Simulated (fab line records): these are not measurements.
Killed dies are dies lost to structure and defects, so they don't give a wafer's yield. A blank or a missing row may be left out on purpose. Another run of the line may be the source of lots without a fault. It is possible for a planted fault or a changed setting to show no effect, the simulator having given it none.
Chamber matching    flow n5-finfet    N5_BEOL_M12_DESCUM_33 on rie-diel-01: 4 sister chambers
The step chemistry O2, time 7.9 s. 20 wafers are shown with their chamber, then 10 later ones without.

== EACH WAFER AND ITS CHAMBER ==
wafer   chamber  drypump-motor-current-A (A)  showerhead-plenum-p-Torr (Torr)  throttle-valve-pct (%)
L075.2  3        5.1                          1.98                             20.5
L075.3  2        6.6                          2.08                             20.5
L075.5  2        6.6                          2.08                             20.5
L077.2  3        5.1                          1.98                             20.5
L077.4  1        6.6                          2.13                             20.8
L077.5  3        5.1                          1.98                             20.5
L078.3  3        5.1                          1.98                             20.5
L078.4  3        5.1                          1.98                             20.5
L078.5  1        6.7                          2.13                             20.8
L076.2  1        6.6                          2.13                             20.8
L076.4  3        5.1                          1.98                             20.5
L076.6  0        5.5                          2.12                             20.7
L079.1  0        5.5                          2.11                             20.7
L079.2  1        6.6                          2.13                             20.8
L079.6  1        6.6                          2.13                             20.8
L080.1  1        6.6                          2.12                             20.8
L080.2  0        5.5                          2.11                             20.7
L080.5  1        6.6                          2.12                             20.8
L087.3  1        6.6                          2.12                             20.9
L087.4  1        6.6                          2.12                             20.8

SIGNATURES, as means of the wafers listed above
reading                   chamber 0  chamber 1  chamber 2  chamber 3  scatter within a chamber
drypump-motor-current-A   5.500      6.611      6.600      5.100      0.0236
showerhead-plenum-p-Torr  2.1133     2.1256     2.0800     1.9800     0.00425
throttle-valve-pct        20.700     20.811     20.500     20.500     0.0236
Rule: a wafer lies at a distance from a chamber equal to the root of the sum of squares, over the readings, of (its reading less the chamber's mean, divided by the reading's scatter). If the next closest chamber is less than 2 further off than the closest, the wafer can't be placed; otherwise it belongs to the closest. The scatter: take each reading less its chamber's mean, square it, sum over the shown wafers, divide by the number of wafers less the number of chambers, and take the root.

== WAFERS WITHOUT THEIR CHAMBER ==
wafer   drypump-motor-current-A (A)  showerhead-plenum-p-Torr (Torr)  throttle-valve-pct (%)
L087.6  6.6                          2.07                             20.5
L086.4  5.1                          2.24                             20.1
L086.5  5.1                          2.24                             20.1
L086.6  6.6                          2.07                             20.5
L090.2  5.5                          2.11                             20.7
L090.3  6.6                          2.07                             20.5
L090.5  6.6                          2.12                             20.9
L092.3  6.6                          2.12                             20.9
L092.5  5.1                          2.24                             20.1
L092.6  6.6                          2.12                             20.9

== EACH ONE'S CHAMBER ==
wafer    from the rows above   in truth
L087.6   2                     2
L086.4   0                     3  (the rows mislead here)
L086.5   0                     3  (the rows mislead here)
L086.6   2                     2
L090.2   0                     0
L090.3   2                     2
L090.5   1                     1
L092.3   1                     1
L092.5   0                     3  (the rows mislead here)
L092.6   1                     1
7 of 10 placed correctly. Left unplaced by these rows: 0. Placed wrongly: 3.
